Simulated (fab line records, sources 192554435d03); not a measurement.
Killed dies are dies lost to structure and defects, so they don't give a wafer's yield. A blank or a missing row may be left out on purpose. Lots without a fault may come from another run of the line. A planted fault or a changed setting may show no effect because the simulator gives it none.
A struck lot beside a sound one | flow n5_finfet | 39 steps out of a route of 1938
Sound: wafers L264.4, L264.5, L264.6. Struck: wafer L255.3. (L255.6 of the same lot was not struck and is left out.) The cause comes at the end.
At each step with rows: each side's tool, then ch and its chambers, then its first start. Under that, the readings that differ: sound wafers | struck wafers | difference of the means | sigmas: that difference in standard deviations of wafers without a fault.
alike: readings whose means differ by less than 2 such deviations, and words and numbers that are the same on both sides. not compared: withheld readings, readings that some wafer has no value for, bounds like >300 that may hide the same value, and numbers for which the record gives no deviation and whose values overlap.
The two part at a step that has a row with sigmas, a row that says differs or no value, or rows on one side only. Numbers that don't overlap but have no deviation are shown without sigmas and don't part them. A reading that every wafer of one side lacks parts them only if that side has two wafers or more.

first, 10 steps without rows for these wafers: N5_FIN_SAQP_HM_DEP_03 (deposits SiNx from SiH4/NH3/N2, target thk 38 nm, time 33.6 s); N5_FIN_SAQP_PECVD_47 (deposits a-Si from SiH4/He, target thk 45 nm, time 36.3 s); N5_FIN_SAQP_PECVD_48 (deposits SiNx from SiH4/NH3/N2, target thk 25 nm, time 22.1 s); N5_FIN_SAQP_PECVD_06 (deposits a-Si from SiH4/He, target thk 60 nm, time 48.1 s); N5_FIN_SAQP_HM_DEP_72 (deposits SiO2 from SiH4/N2O, target thk 12 nm, time 7.2 s); N5_FIN_SAQP_COAT_49 (time 60 s, resist thk 100 nm); N5_FIN_SAQP_COAT_50 (time 60 s, resist thk 35 nm); N5_FIN_SAQP_COAT_10 (resist thk 90 nm); N5_FIN_SAQP_EBR_12; N5_FIN_SAQP_SOFTBAKE_11 (time 60 s).
N5_FIN_SAQP_EXPOSE_13: exposes mask FIN CORE, target cd 35.6 nm.
  sound on arfi_scanner-03 ch 0, day 7 10:27; struck on arfi_scanner-02 ch 0, day 5 05:25
  alike: mask
then, 2 steps without rows for these wafers: N5_FIN_SAQP_PEB_14 (peb time 60 s); N5_FIN_SAQP_DEVELOP_15 (develop time 30 s).
N5_FIN_SAQP_CD_MEAS_16: target cd 35.6 nm.
  sound on cd_sem-01 ch 0, day 7 10:34; struck on cd_sem-02 ch 0, day 5 05:32
  reading    | sound          | struck | difference | sigmas
  cd_nm (nm) | 36.1 35.6 35.7 | 30.4   | -5.4       | -11
then, 23 steps without rows for these wafers: N5_FIN_SAQP_DESCUM_21 (chemistry O2, time 7.9 s); N5_FIN_SAQP_ETCH_51 (etches SiARC in CF4, target depth 45.5 nm, time 75.8 s); N5_FIN_SAQP_ETCH_52 (etches SOC in N2/H2, target depth 100 nm, overetch 20 nm, time 150 s); N5_FIN_SAQP_STRIP_53 (strips in N2/H2); N5_FIN_SAQP_HM_OPEN_73 (chemistry CHF3/O2, target SiO2, stops on a-Si, target depth 12 nm, time 16.8 s); N5_FIN_SAQP_STRIP_74 (strips in CHF3/O2); N5_FIN_SAQP_MANDREL_ETCH_22 (etches a-Si in HBr/Cl2, stops on SiNx, target depth 60 nm, bt time 10 s, time 30 s); N5_FIN_SAQP_STRIP_55 (strips in N2/H2); N5_FIN_SAQP_STRIP_23 (strips in SPM, time 750 s); N5_FIN_SAQP_SRD_66 (time 30 s); N5_FIN_SAQP_RECESS_75 (chemistry HF/NH3, target SiO2, target depth 14.4 nm, afs cycles 3, sublimation time 60 s); N5_FIN_SAQP_SPACER1_ALD_24 (deposits SiO2, target thk 20.3 nm, pulse time 1 s, purge time 2 s); N5_FIN_SAQP_SPACER1_ETCHBACK_25 (etches SiO2 in CHF3/O2, target depth 24.4 nm, time 12.2 s); N5_FIN_SAQP_MANDREL1_REMOVE_56 (chemistry HBr/Cl2/O2, target a-Si, stops on SiNx, bt time 10 s); N5_FIN_SAQP_ETCH_57 (etches SiNx in CH3F/O2, target depth 32.5 nm, time 46.4 s); N5_FIN_SAQP_ETCH_65 (etches SiO2 in CF4, target depth 4 nm, time 4.4 s); N5_FIN_SAQP_MANDREL_ETCH_58 (etches a-Si in HBr/Cl2, stops on SiNx, target depth 45 nm, bt time 10 s, time 27 s); N5_FIN_SAQP_RECESS_63 (chemistry HF/NH3, target SiO2, target depth 18 nm, afs cycles 3, sublimation time 60 s); N5_FIN_SAQP_COAT_68 (time 60 s, resist thk 100 nm); N5_FIN_SAQP_ETCH_69 (etches SOC in N2/H2, stops on SiNx, target depth 150 nm); N5_FIN_SAQP_ETCH_67 (etches SiNx in CH3F/O2, target depth 30 nm); N5_FIN_SAQP_STRIP_70 (strips in N2/H2); N5_FIN_SAQP_RECESS_71 (chemistry HF/NH3, target SiO2, target depth 3 nm, afs cycles 1, sublimation time 60 s).
-- the record jumps here: 6 days lie between the struck wafers' starts before and after (it left off in module FIN_SAQP and takes up again in module BEOL_M4, whose first step shown is number 1111 of the route) --
N5_BEOL_M4_RC_MEAS_101:
  sound on prober-01 ch 0, day 13 18:43; struck on prober-02 ch 0, day 11 13:59
  alike: DIBL_N, DIBL_P, IOFF_N, IOFF_P, ION_N, ION_P, SS_N, SS_P, VT_N, VT_P
-- the record jumps here: 4 days lie between the struck wafers' starts before and after (it left off in module BEOL_M4 and takes up again in module PASSIVATION, whose first step shown is number 1936 of the route) --
N5_PASSIVATION_PROBE_49:
  the record has rows for the struck wafers here (prober-01, day 15 23:51) and none for the sound ones

WHERE THEY PART
First at N5_FIN_SAQP_CD_MEAS_16; last, within this record, at N5_PASSIVATION_PROBE_49.

WHY: what the simulator had put in
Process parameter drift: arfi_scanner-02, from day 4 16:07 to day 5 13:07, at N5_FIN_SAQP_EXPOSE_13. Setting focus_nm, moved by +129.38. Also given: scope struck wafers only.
